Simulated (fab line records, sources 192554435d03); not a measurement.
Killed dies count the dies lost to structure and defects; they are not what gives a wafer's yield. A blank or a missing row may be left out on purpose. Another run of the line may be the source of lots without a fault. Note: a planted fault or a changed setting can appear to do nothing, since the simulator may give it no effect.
The tool behind it: which one?    flow n5-finfet    36 wafers from 12 lots sampled at 4 of the route's 1938 steps

== WHAT EACH GAUGE READ, for each wafer ==
N5_BEOL_M1_RS_MEAS_58: measurement is done with a four-point probe.
lot   measured      on             M1_RS (ohm/sq)
L075  day 6 23:52   film-metro-02  0.67 0.72 0.64
L077  day 7 17:41   film-metro-01  0.69 0.71 0.74
L079  day 7 21:43   film-metro-01  0.74 0.76 0.68
L081  day 8 09:41   film-metro-01  0.73 0.66 0.63
L083  day 9 00:03   film-metro-02  0.68 0.69 0.67
L085  day 9 04:08   film-metro-02  0.69 0.67 0.66
L087  day 10 02:37  film-metro-02  0.63 0.68 0.62
L088  day 10 16:50  film-metro-01  0.68 0.69 0.66
L090  day 11 01:32  film-metro-02  0.64 0.62 0.61
L093  day 11 12:34  film-metro-02  0.68 0.61 0.64
L095  day 12 00:14  film-metro-02  0.65 0.73 0.63
L097  day 12 12:59  film-metro-01  0.70 0.67 0.79

== TOOL THAT RAN EACH LOT (tool first, then ch and the chambers of the sampled wafers, then the start) ==
lot   N5_BEOL_M1_ANNEAL_89          N5_BEOL_M1_ANNEAL_51              N5_BEOL_M1_PRE_CLEAN_60
L075  pvd-sputter-03, day 6 18:21   rtp-anneal-01 ch 0, day 6 23:01   cvd-co-01 ch 0,2, day 6 23:38
L077  pvd-sputter-01, day 7 12:28   rtp-anneal-01 ch 0, day 7 16:50   cvd-co-01 ch 1,2, day 7 17:28
L079  pvd-sputter-01, day 7 15:43   rtp-anneal-01 ch 0, day 7 20:35   cvd-co-01 ch 1,2, day 7 21:29
L081  pvd-sputter-01, day 8 01:14   rtp-anneal-01 ch 0, day 8 08:50   cvd-co-01 ch 1,2, day 8 09:28
L083  pvd-sputter-03, day 8 22:11   rtp-anneal-02 ch 0, day 8 23:11   cvd-co-01 ch 0,1, day 8 23:49
L085  pvd-sputter-03, day 9 02:04   rtp-anneal-01 ch 0, day 9 03:10   cvd-co-01 ch 1,2, day 9 03:55
L087  pvd-sputter-02, day 10 00:42  rtp-anneal-01 ch 0, day 10 01:49  cvd-co-02 ch 1,2, day 10 02:24
L088  pvd-sputter-01, day 10 14:58  rtp-anneal-02 ch 0, day 10 15:58  cvd-co-01 ch 0,2, day 10 16:35
L090  pvd-sputter-01, day 10 23:41  rtp-anneal-02 ch 0, day 11 00:41  cvd-co-01 ch 0,2, day 11 01:19
L093  pvd-sputter-02, day 11 10:43  rtp-anneal-02 ch 0, day 11 11:48  cvd-co-01 ch 0,2, day 11 12:20
L095  pvd-sputter-03, day 11 22:17  rtp-anneal-02 ch 0, day 11 23:26  cvd-co-01 ch 1,2, day 12 00:01
L097  pvd-sputter-02, day 12 10:04  rtp-anneal-01 ch 0, day 12 11:49  cvd-co-02 ch 0,1,2, day 12 12:46
- N5_BEOL_M1_ANNEAL_89: time 240 s.
- N5_BEOL_M1_ANNEAL_51: time 90 s.
- N5_BEOL_M1_PRE_CLEAN_60: time 15 s.

== THE ANSWER, worked out from the rows above alone ==
Rule: the lots themselves supply what counts as usual. The widest of any qualifying gaps counts: lots, ordered by their means at a reading, are off when they make up no more than a third of the lots, leave a main group of 4 or more, and stand apart from it by 3 or more times the standard deviation of that group's means. If all means in a main group match to the digits the tables above print for the reading, that group is not used. Also off: a lot with no number at a reading for which 4 or more lots have one. The other lots that the step has rows for count as sound.
Nothing can be told from this: no lot is off at any reading shown.

== WHAT THE SIMULATOR HAD PUT IN ==
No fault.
